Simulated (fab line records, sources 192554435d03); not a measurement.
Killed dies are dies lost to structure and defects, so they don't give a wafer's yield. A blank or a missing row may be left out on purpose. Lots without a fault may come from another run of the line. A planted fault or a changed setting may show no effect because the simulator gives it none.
Chamber matching | flow n5_finfet | N5_BEOL_M2_STRIP_66 on rie_diel-02: 4 sister chambers
The step strips in CF4. 16 wafers are shown with their chamber, then 8 later ones without.

WAFERS WITH THEIR CHAMBER
wafer  | chamber | drypump_motor_current_A (A) | showerhead_plenum_p_Torr (Torr) | throttle_valve_pct (%)
L080.2 | 3       | 6.5                         | 1.79                            | 13.86
L080.3 | 1       | 5.3                         | 1.82                            | 13.66
L080.5 | 3       | 6.5                         | 1.79                            | 13.84
L081.2 | 1       | 5.3                         | 1.82                            | 13.67
L081.5 | 1       | 5.3                         | 1.81                            | 13.65
L081.6 | 0       | 5.5                         | 1.79                            | 13.46
L083.4 | 3       | 6.4                         | 1.79                            | 13.86
L083.5 | 2       | 4.7                         | 1.86                            | 13.31
L083.6 | 3       | 6.4                         | 1.79                            | 13.88
L085.4 | 2       | 4.7                         | 1.86                            | 13.31
L085.5 | 1       | 5.3                         | 1.81                            | 13.69
L085.6 | 0       | 5.5                         | 1.79                            | 13.47
L092.1 | 3       | 6.4                         | 1.78                            | 13.89
L092.4 | 2       | 4.7                         | 1.86                            | 13.36
L092.6 | 0       | 5.5                         | 1.79                            | 13.52
L091.2 | 0       | 5.5                         | 1.79                            | 13.52

SIGNATURES (means of the wafers above)
reading                  | chamber 0 | chamber 1 | chamber 2 | chamber 3 | scatter within a chamber
drypump_motor_current_A  | 5.500     | 5.300     | 4.700     | 6.440     | 0.0316
showerhead_plenum_p_Torr | 1.7900    | 1.8150    | 1.8600    | 1.7880    | 0.00387
throttle_valve_pct       | 13.4925   | 13.6675   | 13.3267   | 13.8660   | 0.0244
Rule: a wafer's distance from a chamber is the root of the sum, over the readings, of the square of ((its reading less the chamber's mean) divided by the reading's scatter). The wafer belongs to the nearest chamber; if the next one is less than 2 further off, it can't be placed. The scatter: the root of (the sum of the squares of (reading less its chamber's mean) over the shown wafers, divided by (wafers less chambers)).

WAFERS WITHOUT THEIR CHAMBER
wafer  | drypump_motor_current_A (A) | showerhead_plenum_p_Torr (Torr) | throttle_valve_pct (%)
L091.4 | 4.7                         | 1.86                            | 13.38
L091.5 | 6.5                         | 1.78                            | 13.93
L094.2 | 5.5                         | 1.79                            | 13.54
L094.3 | 4.7                         | 1.86                            | 13.37
L094.6 | 6.5                         | 1.78                            | 13.93
L095.1 | 5.5                         | 1.78                            | 13.53
L095.3 | 6.5                         | 1.78                            | 13.94
L095.5 | 4.7                         | 1.86                            | 13.37

WHICH CHAMBER EACH WENT THROUGH
wafer  | from the rows above | in truth
L091.4 | 2                   | 2
L091.5 | 3                   | 3
L094.2 | 0                   | 0
L094.3 | 2                   | 2
L094.6 | 3                   | 3
L095.1 | 0                   | 0
L095.3 | 3                   | 3
L095.5 | 2                   | 2
Placed correctly: 8 of 8. Can't be placed from these rows: 0. Placed wrongly: 0.
